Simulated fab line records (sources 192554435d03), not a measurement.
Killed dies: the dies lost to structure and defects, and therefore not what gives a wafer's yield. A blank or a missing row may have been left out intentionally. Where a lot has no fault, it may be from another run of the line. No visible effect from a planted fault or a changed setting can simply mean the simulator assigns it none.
Split-lot experiment    flow n5Finfet    route with 1938 steps; 7 lots, 39 wafers read

== SPLIT DETAILS ==
At N5_BEOL_M6_ILD_DEP_00 (deposits SiCOH lowk from DEMS/porogen, target thk 179.75 nm, time 33.4 s), the setting targetThkA was moved away from the recipe's 1797.5 angstrom on 15 of the 39 wafers read, by -60.0% to +57.8%. All remaining wafers had this setting at the recipe value.

== SPLIT TO READING: what lies between them in the file, 1 step ==
- N5_BEOL_M6_CURE_74: cures SiCOH lowk, time 240 s

== THE READING ==
M6_ILD_THK at N5_BEOL_M6_THK_MEAS_01, in nm. On this fab line, fault-free wafers typically give 154.5 nm with a standard deviation of 2.3 nm.

wafer   tool, chamber at the split  targetThkA as run, angstrom  against the recipe  M6_ILD_THK, nm  against lot-mates on the recipe
L074.1  pecvd-03, 1                 1797.5                       recipe              150.4           -
L074.2  pecvd-03, 0                 2574                         +43.2%              219.6           +68.7
L074.3  pecvd-03, 2                 2574                         +43.2%              214.9           +64.0
L074.4  pecvd-03, 0                 2574                         +43.2%              224.2           +73.3
L074.5  pecvd-03, 1                 1797.5                       recipe              151.4           -
L074.6  pecvd-03, 2                 1797.5                       recipe              151.0           -
L075.2  pecvd-02, 1                 1797.5                       recipe              152.8           -
L075.3  pecvd-02, 0                 1797.5                       recipe              156.7           -
L075.6  pecvd-02, 0                 1797.5                       recipe              156.5           -
L077.1  pecvd-01, 0                 1797.5                       recipe              154.2           -
L077.2  pecvd-01, 2                 1797.5                       recipe              156.2           -
L077.3  pecvd-01, 1                 1797.5                       recipe              154.5           -
L077.4  pecvd-01, 1                 1797.5                       recipe              155.4           -
L077.5  pecvd-01, 2                 1797.5                       recipe              157.2           -
L077.6  pecvd-01, 0                 1797.5                       recipe              157.2           -
L080.1  pecvd-03, 2                 1797.5                       recipe              153.7           -
L080.2  pecvd-03, 1                 1797.5                       recipe              154.0           -
L080.3  pecvd-03, 2                 2412                         +34.2%              207.6           +53.4
L080.4  pecvd-03, 1                 2412                         +34.2%              208.3           +54.1
L080.5  pecvd-03, 2                 1797.5                       recipe              154.9           -
L080.6  pecvd-03, 1                 2412                         +34.2%              209.2           +55.0
L089.1  pecvd-01, 0                 719.1                        -60.0%              60.7            -95.9
L089.2  pecvd-01, 2                 1797.5                       recipe              154.5           -
L089.3  pecvd-01, 2                 1797.5                       recipe              158.2           -
L089.4  pecvd-01, 0                 719.1                        -60.0%              63.0            -93.6
L089.5  pecvd-01, 2                 719.1                        -60.0%              63.7            -92.9
L089.6  pecvd-01, 0                 1797.5                       recipe              157.1           -
L092.1  pecvd-02, 2                 2836                         +57.8%              248.0           +89.4
L092.2  pecvd-02, 1                 2836                         +57.8%              247.5           +88.9
L092.3  pecvd-02, 0                 2836                         +57.8%              244.3           +85.7
L092.4  pecvd-02, 1                 1797.5                       recipe              157.8           -
L092.5  pecvd-02, 2                 1797.5                       recipe              157.8           -
L092.6  pecvd-02, 0                 1797.5                       recipe              160.2           -
L096.1  pecvd-01, 1                 1797.5                       recipe              154.0           -
L096.2  pecvd-01, 0                 1150                         -36.0%              94.7            -60.5
L096.3  pecvd-01, 2                 1150                         -36.0%              96.6            -58.6
L096.4  pecvd-01, 1                 1797.5                       recipe              156.2           -
L096.5  pecvd-01, 0                 1150                         -36.0%              96.4            -58.8
L096.6  pecvd-01, 2                 1797.5                       recipe              155.4           -

FIT RESULTS
A straight line over all 39 wafers: M6_ILD_THK changes by +1.56 nm for each +1% of targetThkA; r = +1.00; the points scatter about the line by 2.6 nm.
The same after taking each lot's own level away (the mean of its wafers on the recipe; 39 wafers): +1.57 nm for each +1%; r = +1.00; scatter 1.9 nm.
According to that fit, moving targetThkA by its largest amount changes the reading by 94 nm.
Measured against the standard deviation above, the lots' own levels, which go from 150.93 to 158.60 nm, span 3.3 times it.
Consequently the slope shifts little with the lot-to-lot level, the two slopes agreeing.
Check: -94.3 nm against its lot-mates is what the line predicts for one of the wafers moved furthest among these (-60.0%) when that wafer is left out of the fit. It came out at -95.9 nm against them.

== THE WHOLE CHAIN: every reading that the file lists as answering this split, in the file's order ==
step                    what it does                                                              reading                                                                                  change (the file's fit)               r (the file's)
N5_BEOL_M6_ILD_DEP_00   deposits SiCOH lowk from DEMS/porogen, target thk 179.75 nm, time 33.4 s  SiCOH_lowk_of_BEOL_M6_ILD_DEP_00.thkNm (the simulator's own value, which no gauge read)  +1.8 nm for each +1% of the setting   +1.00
N5_BEOL_M6_CURE_74      cures SiCOH lowk, time 240 s                                              SiCOH_lowk_of_BEOL_M6_ILD_DEP_00.thkNm (the simulator's own value, which no gauge read)  +1.57 nm for each +1% of the setting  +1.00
N5_BEOL_M6_THK_MEAS_01                                                                            M6_ILD_THK                                                                               +1.57 for each +1% of the setting     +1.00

== FILE'S OWN FIT ==
M6_ILD_THK changes by +1.57 nm for each +1% of targetThkA, r = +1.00.
